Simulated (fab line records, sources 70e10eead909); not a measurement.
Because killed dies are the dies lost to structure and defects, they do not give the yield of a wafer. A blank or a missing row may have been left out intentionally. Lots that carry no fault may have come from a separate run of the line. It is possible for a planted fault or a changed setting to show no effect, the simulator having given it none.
Problem report in the 8D (eight disciplines) form, filled by code :: flow nand harc :: the parts of the form that need people (team, actions taken, sign-off) are left out

## 1. THE ISSUE
At NHARC_END_SORT_01, killed at array averages 673 over 2 wafers from 2 lots, while fault-free wafers read 59, standard deviation 16. That puts it +38 standard deviations away from the usual mean.
First seen on wafer L668.1, day 31 05:10, on prober-02. Wafers with a number at this step in the record: 34, from 12 lots. Rule for "out" (also "out of limits"): further than 4 standard deviations from the usual mean. The other wafers with a number count as sound.

## 2. WHAT IT IS, AND WHAT IT ISN'T
question: which readings at this step
is: killed at array, killed dies
is not: killed at other, killed at periphery, killed open, killed short

question: which lots
is: L667, L668
is not: L653, L654, L655, L656, L658, L659, L660, L661, L662, L674

question: which wafers of those lots
is: L667.1, L668.1
is not: L667.5, L668.5

question: read on which gauges
is: prober-01, prober-02
is not: -

question: when
is: from day 31 05:10
is not: up to then (27 sound wafers); but 5 sound wafers of L667, L668, L674 came after

## 3. WHAT RULES OUT EACH SUSPECT
Counting: any tool at a process step up to the reading remains a suspect provided it ran every lot that is out. Sound lots after the first of them don't rule it out here, since some wafers of a struck lot are sound.
- ruled out: the gauge at NHARC_END_SORT_01. The wafers that are out were read on 2 gauges (prober-01, prober-02).
- rie diel-08 at NHARC_A_STAIRCASE_TRIM_12 (chemistry O2, time 211.2 s): kept. It ran every lot that is out, first L668 (day 22 08:02); its last sound lot up to then is L662 (day 20 07:44). Out on those wafers are its own readings of oes product au.
- rie diel-08 at NHARC_A_STAIRCASE_TRIM_18 (chemistry O2, time 211.2 s): kept. It ran every lot that is out, first L668 (day 31 05:10); its last sound lot up to then is L660 (day 29 18:06). NHARC_A_STAIRCASE_TRIM_18: start missing for some lots; hours and lot order therefore follow NHARC_END_SORT_01.
What counting leaves: rie diel-08 at NHARC_A_STAIRCASE_TRIM_12 and rie diel-08 at NHARC_A_STAIRCASE_TRIM_18.

## 4. THE CAUSE (what the simulator had put in)
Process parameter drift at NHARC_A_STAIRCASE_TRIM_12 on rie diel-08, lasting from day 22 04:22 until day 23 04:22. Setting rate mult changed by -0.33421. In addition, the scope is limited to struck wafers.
2 suspects survive the count, and this tool is in that group.

## 5. THE EFFECT CHAIN, in route order
One row per reading whose mean, taken over the struck wafers that have a number, lies over 3 standard deviations from the usual. Scope: only readings with a usual standard deviation given in the record; hours: median across lots of the time from each lot's start at the first step in this table that gives one to its start at this step; sigmas: change in usual standard deviations.
hours: 0
step: NHARC_A_STAIRCASE_TRIM_12
reading: oes product au
usual: 1.000 a.u.
on struck wafers: 0.805
change: -0.195
sigmas: -20

hours: 211
step: NHARC_END_SORT_01
reading: killed at array
usual: 59
on struck wafers: 673
change: +614
sigmas: +38

hours: 211
step: NHARC_END_SORT_01
reading: killed dies
usual: 64
on struck wafers: 676
change: +612
sigmas: +38
The process steps in it:
- NHARC_A_STAIRCASE_TRIM_12: chemistry O2, time 211.2 s.

## 6. HOW IT WOULD HAVE BEEN CAUGHT EARLIER
217 hours passed between the start of the fault at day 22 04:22 and the first reading out of limits at a measuring or inspecting step in this record, taken at day 31 05:10.
At NHARC_A_STAIRCASE_TRIM_12, the tool's own readings (oes product au) were out on each struck wafer the step has a row for, so an alarm limit on them would have fired on the first such wafer.
Lots out: 2; all had begun NHARC_A_STAIRCASE_TRIM_12 on rie diel-08 by day 31 05:10. A hold on the tool at that time would have spared none of them.
